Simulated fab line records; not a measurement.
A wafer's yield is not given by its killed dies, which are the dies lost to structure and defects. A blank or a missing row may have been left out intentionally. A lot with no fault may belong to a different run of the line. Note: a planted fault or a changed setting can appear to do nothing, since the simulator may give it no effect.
Matching of chambers -- flow n5-finfet -- N5_BEOL_M7_DESCUM_16 on rie-diel-02 has 4 sister chambers
The step chemistry O2, time 7.9 s. 8 wafers are shown with their chamber, then 8 later ones without.

== WAFERS WITH THEIR CHAMBER ==
wafer,chamber,showerhead-plenum-p-Torr (Torr),oes-product-au (a.u.)
L079.3,3,2.23,0.87
L083.1,1,2.16,0.70
L083.2,0,2.07,0.73
L083.3,2,2.09,0.97
L085.1,2,2.08,0.95
L085.2,3,2.22,0.85
L085.3,1,2.15,0.71
L085.4,0,2.07,0.73

== WAFERS WHOSE CHAMBER IS MISSING ==
wafer,showerhead-plenum-p-Torr (Torr),oes-product-au (a.u.)
L085.5,2.07,0.72
L085.6,2.22,0.85
L093.1,2.08,0.91
L093.2,2.22,0.82
L093.3,2.07,0.71
L093.4,2.15,0.69
L093.5,2.22,0.82
L093.6,2.07,0.71

== CHAMBER TAKEN BY EACH ==
wafer,from the rows above,in truth
L085.5,0,0
L085.6,3,3
L093.1,2,2
L093.2,3,3
L093.3,0,0
L093.4,1,1
L093.5,3,3
L093.6,0,0
Correct placement for 8 of the 8. Number that these rows cannot place: 0. 0 placed wrongly.
How it was worked out, from the rows above alone: a wafer's distance from a chamber is the root of the sum, over the readings, of the square of ((its reading less the chamber's mean) divided by the reading's scatter). The wafer belongs to the nearest chamber; if the next one is less than 2 further off, it can't be placed. A chamber's mean is the mean of its shown wafers. The scatter: take each reading less its chamber's mean, square it, sum over the shown wafers, divide by the number of wafers less the number of chambers, and take the root.
